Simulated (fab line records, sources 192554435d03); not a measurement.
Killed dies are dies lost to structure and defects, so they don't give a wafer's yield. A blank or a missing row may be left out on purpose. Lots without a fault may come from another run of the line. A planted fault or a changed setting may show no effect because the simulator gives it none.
Chamber matching | flow n5_finfet | N5_PASSIVATION_PECVD_55 on pecvd-03: 3 sister chambers
The step deposits SiO2 from SiH4/N2O, target thk 400 nm, time 22.5 s. 6 wafers are shown with their chamber, then 11 later ones without.

WAFERS WITH THEIR CHAMBER
wafer  | chamber | throttle_valve_pct (%) | showerhead_plenum_p_Torr (Torr)
L081.6 | 1       | 52.4                   | 8.21
L083.6 | 1       | 52.3                   | 8.23
L086.1 | 0       | 52.4                   | 8.18
L086.2 | 2       | 48.4                   | 8.02
L086.6 | 2       | 48.1                   | 8.03
L092.1 | 0       | 52.7                   | 8.14

WAFERS WITHOUT THEIR CHAMBER
wafer  | throttle_valve_pct (%) | showerhead_plenum_p_Torr (Torr)
L092.4 | 52.4                   | 8.23
L092.6 | 48.3                   | 8.03
L094.3 | 52.8                   | 8.15
L094.4 | 52.2                   | 8.21
L094.6 | 53.0                   | 8.16
L095.1 | 52.4                   | 8.23
L095.5 | 48.5                   | 8.03
L095.6 | 52.9                   | 8.16
L096.1 | 52.5                   | 8.21
L096.2 | 48.7                   | 8.04
L096.4 | 49.0                   | 8.02

WHICH CHAMBER EACH WENT THROUGH
wafer  | from the rows above     | in truth
L092.4 | 1                       | 1
L092.6 | 2                       | 2
L094.3 | 0                       | 0
L094.4 | 1                       | 1
L094.6 | 0                       | 0
L095.1 | 1                       | 1
L095.5 | 2                       | 2
L095.6 | 0                       | 0
L096.1 | can't be placed: 1 or 0 | 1
L096.2 | 2                       | 2
L096.4 | 2                       | 2
Placed correctly: 10 of 11. Can't be placed from these rows: 1 (the true chamber is among the candidates in 1). Placed wrongly: 0.
How it was worked out, from the rows above alone: a wafer's distance from a chamber is the root of the sum, over the readings, of the square of ((its reading less the chamber's mean) divided by the reading's scatter). The wafer belongs to the nearest chamber; if the next one is less than 2 further off, it can't be placed. A chamber's mean is the mean of its shown wafers. The scatter: the root of (the sum of the squares of (reading less its chamber's mean) over the shown wafers, divided by (wafers less chambers)).
